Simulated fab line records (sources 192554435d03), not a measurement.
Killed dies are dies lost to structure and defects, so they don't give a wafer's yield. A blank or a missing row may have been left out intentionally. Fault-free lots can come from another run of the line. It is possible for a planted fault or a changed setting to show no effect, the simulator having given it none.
Problem report in the 8D (eight disciplines) form, filled by code || flow n5Finfet || the parts of the form that need people (team, actions taken, sign-off) are left out

1. THE PROBLEM
Wafers without a fault read 391.0 W, standard deviation 1.6; rfFwdPowerW at N5_FIN_CUT_CUT_ETCH_26 reads a mean of 295.6 W on 6 wafers belonging to 2 lots. That is -60 standard deviations from the usual mean.
The step: etches SiNx in CH3F/O2, target depth 39 nm, time 55.7 s.
First observed at day 5 11:51: wafer L345.2, on rieDiel-06. The record has a number at this step for 27 wafers belonging to 9 lots. By rule, "out" or "out of limits" means more than 4 standard deviations away from the usual mean. The other wafers with a number count as sound.

2. WHAT IT IS AND WHAT IT IS NOT
{"question": "which readings at this step", "is": "rfFwdPowerW, rfVppV", "is not": "drypumpMotorCurrentA, oesProductAu, showerheadPlenumPTorr"}
{"question": "which lots", "is": "L345, L347", "is not": "L333, L334, L336, L343, L348, L350, L353"}
{"question": "which wafers of those lots", "is": "all that have a number", "is not": "-"}
{"question": "read on which tools", "is": "rieDiel-06", "is not": "rieDiel-01, rieDiel-03"}
{"question": "when", "is": "from day 5 11:51", "is not": "up to then (12 sound wafers); but 9 sound wafers of L348, L350, L353 came after"}

3. THE SUSPECTS, EACH WITH WHAT RULES IT OUT
Counting: a tool at a process step up to the reading stays a suspect if it ran every lot that is out and no sound lot after the first of them.
- rieDiel-06 at N5_FIN_CUT_STRIP_24 (strips in CF4): kept. Every lot that is out went through it, starting with L345 (day 5 11:50), and after that it ran no sound lot; the last sound lot it ran before then is L336 (day 3 03:53).
- rieDiel-06 at N5_FIN_CUT_CUT_ETCH_26 (etches SiNx in CH3F/O2, target depth 39 nm, time 55.7 s): kept. Every lot that is out went through it, starting with L345 (day 5 11:51), and after that it ran no sound lot; the last sound lot it ran before then is L336 (day 3 03:55). On those wafers its own readings are out: rfFwdPowerW, rfVppV.
Remaining after the count are rieDiel-06 at N5_FIN_CUT_STRIP_24 and rieDiel-06 at N5_FIN_CUT_CUT_ETCH_26.

4. THE CAUSE (what the simulator had put in)
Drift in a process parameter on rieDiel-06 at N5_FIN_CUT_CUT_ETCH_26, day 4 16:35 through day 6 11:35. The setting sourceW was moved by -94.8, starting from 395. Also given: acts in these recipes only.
Counting left 2 suspects, and this tool is among them.

5. THE CHAIN OF EFFECTS, in route order
Rows list readings where the struck wafers' mean (over those with a number) sits beyond 3 standard deviations from the usual. Readings are gone through only where the record gives a usual standard deviation; hours: the median, over the lots, of the time from a lot's start at the first step in this table giving one to that lot's start at this step; sigmas: the change measured in usual standard deviations.
{"hours": 0, "step": "N5_FIN_CUT_CUT_ETCH_26", "reading": "oes_f_703_au", "usual": "0.81 a.u.", "on struck wafers": 0.53, "change": -0.28, "sigmas": -3.1}
{"hours": 0, "step": "N5_FIN_CUT_CUT_ETCH_26", "reading": "rfFwdPowerW", "usual": "391.0 W", "on struck wafers": 295.6, "change": -95.4, "sigmas": -60}
{"hours": 0, "step": "N5_FIN_CUT_CUT_ETCH_26", "reading": "rfVppV", "usual": "296 V", "on struck wafers": 336, "change": "+40", "sigmas": "+12"}
Process steps it contains:
- N5_FIN_CUT_CUT_ETCH_26: etches SiNx in CH3F/O2, target depth 39 nm, time 55.7 s.
Later steps that measure or inspect, where all struck wafers having a row at the step show a number for every such reading and not one has moved that far: N5_BEOL_M4_RC_MEAS_101.

6. WHAT WOULD HAVE CAUGHT IT SOONER
In this record the first reading out of limits was taken at day 5 11:51, 19 hours after the fault began at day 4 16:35.
